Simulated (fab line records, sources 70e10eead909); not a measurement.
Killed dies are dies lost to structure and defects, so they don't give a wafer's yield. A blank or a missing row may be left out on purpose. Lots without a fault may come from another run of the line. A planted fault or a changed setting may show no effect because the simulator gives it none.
Tool commonality check | flow nand_harc | 12 lots, 36 wafers sampled

WHY IT WAS OPENED
At NHARC_P_GATE_CD_MEAS_59 the reading cd_nm is flagged on 1 of 12 lots. Wafers without a fault read 719.8 nm, standard deviation 1.3.
Rule: a lot is flagged when every wafer of it that has a number lies more than 4 standard deviations from that mean, or none has a number. The other lots count as sound.

lot  | measured     | on        | cd_nm (nm), wafer by wafer | flag
L379 | day 5 23:29  | cd_sem-03 | 719.8 719.2 720.3          |
L380 | day 6 08:50  | cd_sem-01 | 719.5 719.1 721.0          |
L382 | day 7 14:02  | cd_sem-03 | 720.3 716.8 720.1          |
L383 | day 7 16:49  | cd_sem-01 | 720.9 720.4 721.3          |
L384 | day 8 04:25  | cd_sem-03 | 720.2 719.9 719.0          |
L385 | day 8 11:41  | cd_sem-03 | 720.9 720.2 719.5          |
L386 | day 9 03:17  | cd_sem-01 | 720.4 718.9 719.0          |
L388 | day 10 00:04 | cd_sem-03 | 720.7 720.4 721.5          |
L389 | day 10 11:50 | cd_sem-01 | 719.8 719.8 720.1          |
L391 | day 11 00:22 | cd_sem-02 | 719.5 719.9 720.0          |
L392 | day 11 16:14 | cd_sem-03 | 780.8 780.3 778.2          | FLAGGED
L401 | day 15 07:02 | cd_sem-01 | 717.4 718.5 718.0          |
The numbers of the flagged lots are 779.8 nm on average: +60.0 nm against the usual, or +46 standard deviations.

WHICH TOOL RAN EACH LOT
The record holds 3 process steps before the reading, out of a route of 1302 steps. In each cell: the tool, then ch and the chambers that the sampled wafers went through, then the start.
lot  | flag    | NHARC_P_GATE_DEP_103            | NHARC_P_GATE_ETCH_104              | NHARC_P_GATE_EXPOSE_56
L379 |         | pecvd-04 ch 0,1,2, day 5 09:14  | rie_diel-04 ch 2,3, day 5 10:10    | krf_scanner-01 ch 0, day 5 23:20
L380 |         | pecvd-04 ch 0,1, day 5 16:13    | rie_diel-07 ch 0,1,3, day 5 17:10  | krf_scanner-04 ch 0, day 6 08:41
L382 |         | pecvd-04 ch 0,1,2, day 6 23:17  | rie_diel-04 ch 0,2,3, day 7 00:28  | krf_scanner-01 ch 0, day 7 13:53
L383 |         | pecvd-04 ch 0,1, day 7 02:21    | rie_diel-04 ch 0,3, day 7 03:16    | krf_scanner-04 ch 0, day 7 16:40
L384 |         | pecvd-04 ch 1,2, day 7 14:06    | rie_diel-04 ch 0,1,2, day 7 15:04  | krf_scanner-01 ch 0, day 8 04:16
L385 |         | pecvd-04 ch 0,1, day 7 21:22    | rie_diel-07 ch 0,2,3, day 7 22:17  | krf_scanner-01 ch 0, day 8 11:31
L386 |         | pecvd-02 ch 0,2, day 8 13:04    | rie_diel-07 ch 0,1,3, day 8 13:59  | krf_scanner-03 ch 0, day 9 03:08
L388 |         | pecvd-04 ch 0,2, day 9 09:34    | rie_diel-07 ch 0,2,3, day 9 10:31  | krf_scanner-01 ch 0, day 9 23:55
L389 |         | pecvd-04 ch 0,2, day 9 21:42    | rie_diel-09 ch 0,3, day 9 22:30    | krf_scanner-04 ch 0, day 10 11:41
L391 |         | pecvd-02 ch 0,1,2, day 10 10:07 | rie_diel-07 ch 0,1,3, day 10 10:51 | krf_scanner-03 ch 0, day 11 00:13
L392 | FLAGGED | pecvd-04 ch 0,2, day 11 01:19   | rie_diel-07 ch 0,1,3, day 11 02:16 | krf_scanner-04 ch 0, day 11 16:05
L401 |         | pecvd-04 ch 0,1,2, day 14 16:46 | rie_diel-09 ch 0,2,3, day 14 17:35 | krf_scanner-01 ch 0, day 15 06:53
What these steps do:
- NHARC_P_GATE_DEP_103: deposits SiON, target thk 30 nm.
- NHARC_P_GATE_ETCH_104: etches the open film in CF4/CHF3, target depth 60 nm.
- NHARC_P_GATE_EXPOSE_56: exposes mask P PSD, target cd 720 nm.
- NHARC_P_GATE_CD_MEAS_59: target cd 720 nm.

FLAGGED OVER TOTAL, TOOL BY TOOL (the gauges that took the reading come last)
step                    | tool           | lots run | flagged | share of the flagged lots | sound lots run after its first flagged lot
NHARC_P_GATE_DEP_103    | pecvd-02       | 2        | 0       | none                      | -
NHARC_P_GATE_DEP_103    | pecvd-04       | 10       | 1       | all                       | 1 (L401)
NHARC_P_GATE_ETCH_104   | rie_diel-04    | 4        | 0       | none                      | -
NHARC_P_GATE_ETCH_104   | rie_diel-07    | 6        | 1       | all                       | 0
NHARC_P_GATE_ETCH_104   | rie_diel-09    | 2        | 0       | none                      | -
NHARC_P_GATE_EXPOSE_56  | krf_scanner-01 | 6        | 0       | none                      | -
NHARC_P_GATE_EXPOSE_56  | krf_scanner-03 | 2        | 0       | none                      | -
NHARC_P_GATE_EXPOSE_56  | krf_scanner-04 | 4        | 1       | all                       | 0
NHARC_P_GATE_CD_MEAS_59 | cd_sem-01      | 5        | 0       | none                      | -
NHARC_P_GATE_CD_MEAS_59 | cd_sem-02      | 1        | 0       | none                      | -
NHARC_P_GATE_CD_MEAS_59 | cd_sem-03      | 6        | 1       | all                       | 0

WHAT THE TABLE ALLOWS
4 rows of the table ran every flagged lot: pecvd-04 at NHARC_P_GATE_DEP_103, rie_diel-07 at NHARC_P_GATE_ETCH_104, krf_scanner-04 at NHARC_P_GATE_EXPOSE_56, cd_sem-03 at NHARC_P_GATE_CD_MEAS_59.
- pecvd-04 at NHARC_P_GATE_DEP_103: 1 of its 10 lots flagged. Sound lots ran on it after the first flagged one (L401), which a lasting fault on the whole tool wouldn't allow.
- rie_diel-07 at NHARC_P_GATE_ETCH_104: 1 of its 6 lots flagged. Its last sound lot is L391 (day 10 10:51), its first flagged lot L392 (day 11 02:16): a fault that began between those two fits.
- krf_scanner-04 at NHARC_P_GATE_EXPOSE_56: 1 of its 4 lots flagged. Its last sound lot is L389 (day 10 11:41), its first flagged lot L392 (day 11 16:05): a fault that began between those two fits.
- cd_sem-03 at NHARC_P_GATE_CD_MEAS_59: 1 of its 6 lots flagged. Its last sound lot is L388 (day 10 00:04), its first flagged lot L392 (day 11 16:14): a fault that began between those two fits.
Counting lots can't tell these 3 tools apart, because each fits a fault that began at some hour. More lots, or a look at what each step does to the wafer, might.

WHAT THE SIMULATOR HAD PUT IN
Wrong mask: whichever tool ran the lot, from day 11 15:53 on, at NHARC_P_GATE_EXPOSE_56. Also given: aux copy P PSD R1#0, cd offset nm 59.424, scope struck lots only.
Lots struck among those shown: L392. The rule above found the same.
